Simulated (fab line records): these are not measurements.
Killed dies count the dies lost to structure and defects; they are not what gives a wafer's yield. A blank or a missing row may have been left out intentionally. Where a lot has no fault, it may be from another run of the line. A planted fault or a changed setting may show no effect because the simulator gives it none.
Which tool did it? | flow n5-finfet | Sampling: 11 lots, 32 wafers, 2 of 1938 route steps

WHAT EACH GAUGE READ, for each wafer
N5_BEOL_M8_CD_MEAS_35: the cd target is 40 nm.
lot  | measured     | on        | cd-nm (nm)
L355 | day 9 17:32  | cd-sem-02 | 40.1 39.7 40.3
L357 | day 11 05:08 | cd-sem-02 | 39.3 40.5 39.8
L358 | day 11 10:28 | cd-sem-02 | 41.0 40.8 41.1
L359 | day 12 02:25 | cd-sem-02 | 38.9 38.7 40.8
L363 | day 12 12:13 | cd-sem-01 | 40.7 39.3
L375 | day 15 13:10 | cd-sem-03 | 40.4 40.8 39.5
L374 | day 15 20:55 | cd-sem-01 | 40.0 40.4 40.0
L371 | day 15 23:03 | cd-sem-01 | 39.9 39.7 39.7
L376 | day 15 23:29 | cd-sem-03 | 39.4 39.4 39.8
L377 | day 16 07:56 | cd-sem-01 | 39.9 40.0 39.2
L378 | day 16 17:47 | cd-sem-03 | 41.0 40.5 39.8

EACH LOT AND THE TOOL THAT RAN IT (in order: tool; ch and the chambers of the sampled wafers; start)
lot  | N5_BEOL_M8_STRIP_80
L355 | rie-diel-03 ch 0,1,2, day 9 17:32 or earlier
L357 | rie-diel-03 ch 1,2,3, day 11 05:08 or earlier
L358 | rie-diel-05 ch 2,3, day 11 10:28 or earlier
L359 | rie-diel-04 ch 2,3, day 12 02:25 or earlier
L363 | rie-diel-04 ch 0,3, day 12 12:13 or earlier
L375 | rie-diel-03 ch 1,2,3, day 15 13:10 or earlier
L374 | rie-diel-04 ch 0,2,3, day 15 20:55 or earlier
L371 | rie-diel-05 ch 0,1,2, day 15 23:03 or earlier
L376 | rie-diel-05 ch 0,3, day 15 23:29 or earlier
L377 | rie-diel-03 ch 1,2,3, day 16 07:56 or earlier
L378 | rie-diel-03 ch 1,3, day 16 17:47 or earlier
- N5_BEOL_M8_STRIP_80: strips in N2/H2, time 10 s.

WHAT THE TOOLS THEMSELVES READ (means of the sampled wafers that have a number; where no wafer has one, the mark that the record gives instead)
N5_BEOL_M8_STRIP_80.
lot  | tool        | drypump-motor-current-A (A) | n2-flow-sccm (sccm) | oes-product-au (a.u.) | rf-vpp-V (V) | showerhead-plenum-p-Torr (Torr) | throttle-valve-pct (%)
L355 | rie-diel-03 | 5.7                         | 200.0               | 0.80                  | 58.3         | 2.48                            | 23.6
L357 | rie-diel-03 | 5.6                         | 200.0               | 0.85                  | 58.5         | 2.56                            | 23.4
L358 | rie-diel-05 | 5.5                         | 200.0               | 0.76                  | 59.3         | 2.45                            | 24.1
L359 | rie-diel-04 | 6.3                         | 199.3               | 0.94                  | 58.8         | 2.49                            | 23.7
L363 | rie-diel-04 | 6.3                         | 200.0               | 0.91                  | 59.9         | 2.59                            | 24.0
L375 | rie-diel-03 | 5.6                         | 199.3               | 0.79                  | 59.0         | 2.55                            | 23.5
L374 | rie-diel-04 | 6.2                         | 199.6               | 0.83                  | 58.9         | 2.54                            | 23.9
L371 | rie-diel-05 | 5.6                         | 200.3               | 0.80                  | 58.8         | 2.45                            | 24.0
L376 | rie-diel-05 | 5.1                         | 200.4               | 0.83                  | 58.8         | 2.61                            | 23.8
L377 | rie-diel-03 | 5.6                         | 200.0               | 0.79                  | 58.5         | 2.54                            | 23.5
L378 | rie-diel-03 | 5.7                         | 199.8               | 0.85                  | 58.7         | 2.57                            | 23.5

THE ANSWER, worked out from the rows above alone
Rule: the lots themselves supply what counts as usual. The widest of any qualifying gaps counts: lots, ordered by their means at a reading, are off when they make up no more than a third of the lots, leave a main group of 4 or more, and stand apart from it by 3 or more times the standard deviation of that group's means. If all means in a main group match to the digits the tables above print for the reading, that group is not used. Also off: a lot with no number at a reading for which 4 or more lots have one. Where the step has rows for the other lots, those lots are counted as sound. The gauges are gone through in route order, then the tools' own readings, and for those a lot's mean is taken as printed above. The first step at which some lot is off is used, and at that step the reading that is off furthest; a lot without a number counts as furthest.
Across all readings shown, no lot is off: no conclusion can be drawn from this.

WHAT HAD BEEN PUT IN BY THE SIMULATOR
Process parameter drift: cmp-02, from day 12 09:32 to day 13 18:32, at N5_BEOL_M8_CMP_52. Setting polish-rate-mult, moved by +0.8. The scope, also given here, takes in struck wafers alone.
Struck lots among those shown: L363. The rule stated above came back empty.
